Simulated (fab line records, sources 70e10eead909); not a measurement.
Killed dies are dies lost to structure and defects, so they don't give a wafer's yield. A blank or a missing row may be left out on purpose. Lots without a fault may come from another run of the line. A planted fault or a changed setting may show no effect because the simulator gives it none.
Chamber matching | flow nand_harc | NHARC_A_ZERO_WELL_ETCH_19 on rie_diel-09: 4 sister chambers
The step etches the open film in N2/H2, target depth 80 nm, overetch 24 nm, time 87.88 s. 4 wafers are shown with their chamber, then 9 later ones without.

WAFERS WITH THEIR CHAMBER
wafer  | chamber | drypump_motor_current_A (A)
L436.6 | 0       | 4.8
L438.1 | 2       | 5.3
L438.4 | 1       | 5.9
L438.6 | 3       | 5.8

WAFERS WITHOUT THEIR CHAMBER
wafer  | drypump_motor_current_A (A)
L446.2 | 5.9
L446.3 | 4.9
L446.6 | 4.9
L451.1 | 5.8
L451.3 | 4.8
L451.4 | 5.3
L452.2 | 4.9
L452.5 | 5.3
L452.6 | 5.8

WHICH CHAMBER EACH WENT THROUGH
wafer  | from the rows above     | in truth
L446.2 | can't be placed: 1 or 3 | 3
L446.3 | 0                       | 0
L446.6 | 0                       | 0
L451.1 | can't be placed: 3 or 1 | 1
L451.3 | 0                       | 0
L451.4 | 2                       | 2
L452.2 | 0                       | 0
L452.5 | 2                       | 2
L452.6 | can't be placed: 3 or 1 | 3
Placed correctly: 6 of 9. Can't be placed from these rows: 3 (the true chamber is among the candidates in 3). Placed wrongly: 0.
How it was worked out, from the rows above alone: a wafer's distance from a chamber is the root of the sum, over the readings, of the square of ((its reading less the chamber's mean) divided by the reading's scatter). The wafer belongs to the nearest chamber; if the next one is less than 2 further off, it can't be placed. A chamber's mean is the mean of its shown wafers. The scatter: with one shown wafer a chamber, the root of the mean of the squares of how far each hidden wafer lies from its nearest shown one.
